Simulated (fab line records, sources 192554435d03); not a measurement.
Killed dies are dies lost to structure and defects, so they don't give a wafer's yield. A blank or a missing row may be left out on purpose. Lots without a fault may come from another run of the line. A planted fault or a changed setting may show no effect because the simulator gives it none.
Chamber matching | flow n5_finfet | N5_BEOL_M6_ETCH_61 on rie_diel-01: 4 sister chambers
The step etches SiARC in CF4, target depth 45.5 nm, time 75.8 s. 14 wafers are shown with their chamber, then 7 later ones without.

WAFERS WITH THEIR CHAMBER
wafer  | chamber | showerhead_plenum_p_Torr (Torr) | etch_rf_on_time_s (s) | drypump_motor_current_A (A)
L078.1 | 2       | 2.18                            | 74.9                  | 6.2
L078.2 | 0       | 2.23                            | 81.4                  | 6.4
L078.6 | 3       | 2.11                            | 72.4                  | 6.1
L080.1 | 2       | 2.18                            | 75.6                  | 6.2
L080.2 | 0       | 2.23                            | 80.8                  | 6.5
L080.6 | 2       | 2.18                            | 75.4                  | 6.2
L082.2 | 1       | 2.04                            | 78.8                  | 6.0
L082.5 | 2       | 2.18                            | 75.7                  | 6.3
L082.6 | 1       | 2.04                            | 77.9                  | 6.0
L085.1 | 1       | 2.04                            | 77.9                  | 5.9
L085.2 | 2       | 2.17                            | 75.5                  | 6.2
L085.6 | 1       | 2.04                            | 78.3                  | 5.9
L089.3 | 3       | 2.10                            | 70.1                  | 6.1
L089.4 | 1       | 2.04                            | 78.3                  | 6.0

SIGNATURES (means of the wafers above)
reading                  | chamber 0 | chamber 1 | chamber 2 | chamber 3 | scatter within a chamber
showerhead_plenum_p_Torr | 2.2300    | 2.0400    | 2.1780    | 2.1050    | 0.00361
etch_rf_on_time_s        | 81.100    | 78.240    | 75.420    | 71.250    | 0.614
drypump_motor_current_A  | 6.450     | 5.960     | 6.220     | 6.100     | 0.05
Rule: a wafer's distance from a chamber is the root of the sum, over the readings, of the square of ((its reading less the chamber's mean) divided by the reading's scatter). The wafer belongs to the nearest chamber; if the next one is less than 2 further off, it can't be placed. The scatter: the root of (the sum of the squares of (reading less its chamber's mean) over the shown wafers, divided by (wafers less chambers)).

WAFERS WITHOUT THEIR CHAMBER
wafer  | showerhead_plenum_p_Torr (Torr) | etch_rf_on_time_s (s) | drypump_motor_current_A (A)
L089.6 | 2.22                            | 81.4                  | 6.5
L090.1 | 2.10                            | 71.1                  | 6.1
L090.4 | 2.03                            | 79.2                  | 5.9
L090.6 | 2.03                            | 79.0                  | 6.0
L094.2 | 2.22                            | 81.2                  | 6.5
L094.5 | 2.22                            | 81.7                  | 6.5
L094.6 | 2.10                            | 71.2                  | 6.1

WHICH CHAMBER EACH WENT THROUGH
wafer  | from the rows above | in truth
L089.6 | 0                   | 0
L090.1 | 3                   | 3
L090.4 | 1                   | 1
L090.6 | 1                   | 1
L094.2 | 0                   | 0
L094.5 | 0                   | 0
L094.6 | 3                   | 3
Placed correctly: 7 of 7. Can't be placed from these rows: 0. Placed wrongly: 0.
